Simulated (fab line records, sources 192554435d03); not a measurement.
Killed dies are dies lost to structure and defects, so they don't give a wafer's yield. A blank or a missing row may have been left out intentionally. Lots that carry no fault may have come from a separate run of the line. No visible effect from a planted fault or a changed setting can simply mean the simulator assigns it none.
Chamber matching | flow n5 finfet | N5_BEOL_M1_ALD_98 on ald sin-03: 4 sister chambers
The step deposits SiO2, target thk 2.5 nm, pulse time 1 s, co reactant pulse time 1 s. 8 wafers are shown with their chamber, then 9 later ones without.

== EACH WAFER AND ITS CHAMBER ==
wafer  | chamber | heater power w (W) | precursor pulse height rel
L082.6 | 0       | 69                 | 1.023
L084.3 | 0       | 67                 | 0.993
L086.1 | 1       | 69                 | 0.997
L086.2 | 2       | 84                 | 0.972
L086.5 | 3       | 76                 | 0.986
L089.2 | 1       | 70                 | 1.041
L089.4 | 3       | 76                 | 1.002
L089.6 | 2       | 82                 | 0.982

== WAFERS WITHOUT THEIR CHAMBER ==
wafer  | heater power w (W) | precursor pulse height rel
L090.1 | 67                 | 1.005
L090.5 | 82                 | 0.960
L090.6 | 68                 | 0.975
L095.1 | 69                 | 0.991
L095.5 | 68                 | 1.019
L095.6 | 67                 | 1.002
L097.1 | 66                 | 0.956
L097.4 | 69                 | 0.987
L097.5 | 74                 | 1.001

== CHAMBER TAKEN BY EACH ==
wafer  | from the rows above     | in truth
L090.1 | can't be placed: 0 or 1 | 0
L090.5 | 2                       | 2
L090.6 | can't be placed: 0 or 1 | 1
L095.1 | can't be placed: 0 or 1 | 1
L095.5 | can't be placed: 0 or 1 | 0
L095.6 | can't be placed: 0 or 1 | 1
L097.1 | can't be placed: 0 or 1 | 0
L097.4 | can't be placed: 0 or 1 | 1
L097.5 | 3                       | 3
2 of 9 placed correctly. These rows do not allow placing 7 (true chamber among the candidates in 7). Number placed wrongly: 0.
How it was worked out, from the rows above alone: a wafer's distance from a chamber is the root of the sum, over the readings, of the square of ((its reading less the chamber's mean) divided by the reading's scatter). The wafer belongs to the nearest chamber; if the next one is less than 2 further off, it can't be placed. For every chamber, the mean is computed from those of its wafers that are shown. How the scatter is found: for the shown wafers, subtract from each reading the mean of its chamber, square and add these, divide the total by (wafers less chambers), then take the root.
